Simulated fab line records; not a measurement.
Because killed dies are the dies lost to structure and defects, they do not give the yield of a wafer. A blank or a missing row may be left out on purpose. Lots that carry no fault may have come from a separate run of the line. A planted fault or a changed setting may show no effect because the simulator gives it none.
Which of the tools did it? | flow n5 finfet | 10 lots with 30 wafers sampled at 5 steps, on a route of 1938 steps

== WHAT THE GAUGES READ, wafer by wafer ==
N5_BEOL_M4_RC_MEAS_101.
lot  | measured     | on        | DIBL_N (mV/V)
L360 | day 9 16:25  | prober-02 | 37.8 31.4 38.4
L361 | day 9 10:52  | prober-02 | 34.5 41.0 35.1
L362 | day 10 15:59 | prober-01 | 41.4 34.6 33.7
L363 | day 10 11:51 | prober-01 | 30.8 40.7 33.8
L364 | day 11 07:46 | prober-02 | 36.1 34.7 37.5
L369 | day 12 06:24 | prober-02 | 39.0 34.0 33.2
L375 | day 13 19:27 | prober-01 | 35.8 36.5 39.0
L376 | day 13 20:38 | prober-02 | 33.8 32.8 33.2
L380 | day 15 02:44 | prober-01 | 40.5 39.1 35.2
L381 | day 14 08:28 | prober-02 | 33.5 37.8 37.6

== EACH LOT AND THE TOOL THAT RAN IT (in order: tool; ch and the chambers of the sampled wafers; start) ==
lot  | N5_ZERO_LAYER_ETCH_17             | N5_ZERO_LAYER_ETCH_18           | N5_WELL_APT_IMPLANT_14         | N5_PMOS_HMC_CHANNEL_EPI_ETCH_32
L360 | rie diel-01 ch 1,2, day 2 00:44   | rie si-04 ch 0,2, day 2 00:49   | implanter-02 ch 0, day 2 02:08 | rie diel-01 ch 0,1,2, day 2 05:41
L361 | rie diel-06 ch 0,1,2, day 2 06:52 | rie si-06 ch 0,2,3, day 2 06:56 | implanter-02 ch 0, day 2 08:01 | rie diel-01 ch 0,1,2, day 2 12:17
L362 | rie diel-06 ch 0,1,2, day 2 13:12 | rie si-06 ch 2,3, day 2 13:16   | implanter-02 ch 0, day 2 14:25 | rie diel-06 ch 1,2,3, day 2 17:39
L363 | rie diel-04 ch 1,3, day 2 18:50   | rie si-04 ch 1,2,3, day 2 18:55 | implanter-01 ch 0, day 2 20:04 | rie diel-01 ch 0,1,2, day 3 00:25
L364 | rie diel-06 ch 0,3, day 3 00:52   | rie si-04 ch 0,1,2, day 3 00:56 | implanter-01 ch 0, day 3 02:17 | rie diel-06 ch 2,3, day 3 06:07
L369 | rie diel-06 ch 0,2,3, day 4 06:50 | rie si-02 ch 0,1,2, day 4 06:55 | implanter-01 ch 0, day 4 07:54 | rie diel-01 ch 0,1,3, day 4 11:21
L375 | rie diel-04 ch 1,2,3, day 5 18:43 | rie si-04 ch 1,2, day 5 18:47   | implanter-02 ch 0, day 5 20:20 | rie diel-04 ch 1,2,3, day 5 23:35
L376 | rie diel-01 ch 0,1,2, day 6 01:06 | rie si-06 ch 0,1,3, day 6 01:11 | implanter-01 ch 0, day 6 02:42 | rie diel-04 ch 1,2, day 6 05:58
L380 | rie diel-01 ch 1,2, day 7 00:50   | rie si-04 ch 0,3, day 7 00:55   | implanter-01 ch 0, day 7 02:01 | rie diel-04 ch 0,1,2, day 7 06:11
L381 | rie diel-04 ch 0,2, day 7 06:54   | rie si-02 ch 0,3, day 7 06:58   | implanter-01 ch 0, day 7 08:20 | rie diel-04 ch 0,1, day 7 12:00
- N5_ZERO_LAYER_ETCH_17: etches SiO2 in CF4, target depth 12 nm, time 13.3 s.
- N5_ZERO_LAYER_ETCH_18: etches Si in HBr/Cl2, target depth 120 nm, time 40 s.
- N5_WELL_APT_IMPLANT_14
- N5_PMOS_HMC_CHANNEL_EPI_ETCH_32: etches BARC in N2/H2, stops on SiO2, target depth 85.8 nm, time 50.3 s.

== THE ANSWER, worked out from the rows above alone ==
Rule: usual is defined by the lots themselves. The widest of any qualifying gaps counts: lots, ordered by their means at a reading, are off when they make up no more than a third of the lots, leave a main group of 4 or more, and stand apart from it by 3 or more times the standard deviation of that group's means. A main group is skipped when, at the precision printed for the reading in the tables above, its means are all equal. A lot without any number at a reading at which 4 lots or more have one is off too. Any other lot the step has rows for is counted as sound.
None of the lots is off at any reading shown; this tells nothing.

== WHAT HAD BEEN PUT IN BY THE SIMULATOR ==
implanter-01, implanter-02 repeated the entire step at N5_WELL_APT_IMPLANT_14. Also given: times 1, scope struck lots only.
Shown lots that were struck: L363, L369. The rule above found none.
